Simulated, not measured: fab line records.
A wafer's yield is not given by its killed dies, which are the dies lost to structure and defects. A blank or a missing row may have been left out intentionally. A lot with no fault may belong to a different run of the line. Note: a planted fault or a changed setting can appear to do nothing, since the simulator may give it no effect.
Shared-tool check + flow nandHarc + Sample size 5 lots and 15 wafers

## REASON FOR OPENING
On 3 of the 5 lots, a flag is raised at NHARC_END_SORT_01 on the reading killedAtArray. No-fault wafers: 53, standard deviation 18.
Rule: a lot gets a flag if all its wafers with a number sit over 4 standard deviations from that mean, or if no wafer of it has a number. As for the other lots, they are considered sound.

| lot  | measured     | on        | killedAtArray, wafer by wafer | flag    |
|------|--------------|-----------|-------------------------------|---------|
| L667 | day 27 20:40 | prober-02 | 50 53 47                      |         |
| L676 | day 31 12:59 | prober-02 | 35 34 27                      |         |
| L678 | day 32 21:18 | prober-01 | 676 674 674                   | FLAGGED |
| L679 | day 32 21:48 | prober-02 | 676 675 673                   | FLAGGED |
| L681 | day 33 03:28 | prober-01 | 674 673 674                   | FLAGGED |
The mean of the flagged lots' numbers is 674, +621 from the usual (+35 standard deviations).

## EACH LOT AND THE TOOL IT RAN ON
4 process steps preceding the reading are held in the record, out of 1302 steps in the route. Each cell gives the tool, then ch followed by the chambers the sampled wafers passed through, then the start.
| lot  | flag    | NHARC_A_CONTACT_DESCUM_74         | NHARC_A_CONTACT_ETCH_75           | NHARC_A_CONTACT_ETCH_76                      | NHARC_A_CONTACT_ETCH_132           |
|------|---------|-----------------------------------|-----------------------------------|----------------------------------------------|------------------------------------|
| L667 |         | rieDiel-02 ch 0,1,2, day 25 08:23 | rieDiel-02 ch 0,2,3, day 25 08:28 | rieDiel-02 ch 0,2,3, day 25 11:22 or earlier | harCapEtch-03 ch 0,1, day 25 11:22 |
| L676 |         | rieDiel-05 ch 0,1,3, day 29 02:13 | rieDiel-05 ch 0,1,3, day 29 02:18 | rieDiel-05 ch 0,2,3, day 29 05:11 or earlier | harCapEtch-01 ch 0,1, day 29 05:11 |
| L678 | FLAGGED | rieDiel-05 ch 0,2,3, day 29 23:31 | rieDiel-05 ch 0,1,3, day 29 23:35 | rieDiel-05 ch 0,2, day 30 03:03 or earlier   | harCapEtch-03 ch 0,1, day 30 03:03 |
| L679 | FLAGGED | rieDiel-05 ch 1,2,3, day 30 07:31 | rieDiel-05 ch 0,1,3, day 30 07:36 | rieDiel-05 ch 0,1,3, day 30 10:30 or earlier | harCapEtch-03 ch 0,1, day 30 10:30 |
| L681 | FLAGGED | rieDiel-12 ch 0,1,2, day 30 07:10 | rieDiel-12 ch 1,2,3, day 30 07:14 | rieDiel-12 ch 0,2,3, day 30 10:09 or earlier | harCapEtch-02 ch 0,1, day 30 10:09 |
What the steps here do:
- NHARC_A_CONTACT_DESCUM_74: chemistry O2, time 3 s.
- NHARC_A_CONTACT_ETCH_75: etches the open film in CF4, target depth 39 nm, time 65 s.
- NHARC_A_CONTACT_ETCH_76: etches the open film in N2/H2, target depth 260 nm, time 475.3 s.
- NHARC_A_CONTACT_ETCH_132: etches the open film in C4F8/O2/Ar, time 197 s, target depth 1924 nm.
- NHARC_END_SORT_01

## FLAGGED AGAINST TOTAL, ONE TOOL AT A TIME (gauges that did the reading follow at the end)
| step                      | tool          | lots run | flagged | share of the flagged lots | sound lots run after its first flagged lot |
|---------------------------|---------------|----------|---------|---------------------------|--------------------------------------------|
| NHARC_A_CONTACT_DESCUM_74 | rieDiel-02    | 1        | 0       | none                      | -                                          |
| NHARC_A_CONTACT_DESCUM_74 | rieDiel-05    | 3        | 2       | some                      | 0                                          |
| NHARC_A_CONTACT_DESCUM_74 | rieDiel-12    | 1        | 1       | some                      | 0                                          |
| NHARC_A_CONTACT_ETCH_75   | rieDiel-02    | 1        | 0       | none                      | -                                          |
| NHARC_A_CONTACT_ETCH_75   | rieDiel-05    | 3        | 2       | some                      | 0                                          |
| NHARC_A_CONTACT_ETCH_75   | rieDiel-12    | 1        | 1       | some                      | 0                                          |
| NHARC_A_CONTACT_ETCH_76   | rieDiel-02    | 1        | 0       | none                      | -                                          |
| NHARC_A_CONTACT_ETCH_76   | rieDiel-05    | 3        | 2       | some                      | 0                                          |
| NHARC_A_CONTACT_ETCH_76   | rieDiel-12    | 1        | 1       | some                      | 0                                          |
| NHARC_A_CONTACT_ETCH_132  | harCapEtch-01 | 1        | 0       | none                      | -                                          |
| NHARC_A_CONTACT_ETCH_132  | harCapEtch-02 | 1        | 1       | some                      | 0                                          |
| NHARC_A_CONTACT_ETCH_132  | harCapEtch-03 | 3        | 2       | some                      | 0                                          |
| NHARC_END_SORT_01         | prober-01     | 2        | 2       | some                      | 0                                          |
| NHARC_END_SORT_01         | prober-02     | 3        | 1       | some                      | 0                                          |
NHARC_A_CONTACT_ETCH_76 gives no start for some lots, so the hours and the order of its lots are those of NHARC_A_CONTACT_ETCH_132.

## WHAT THE TABLE PERMITS
No row of the table ran every flagged lot.

## WHAT THE SIMULATOR HAD INSERTED
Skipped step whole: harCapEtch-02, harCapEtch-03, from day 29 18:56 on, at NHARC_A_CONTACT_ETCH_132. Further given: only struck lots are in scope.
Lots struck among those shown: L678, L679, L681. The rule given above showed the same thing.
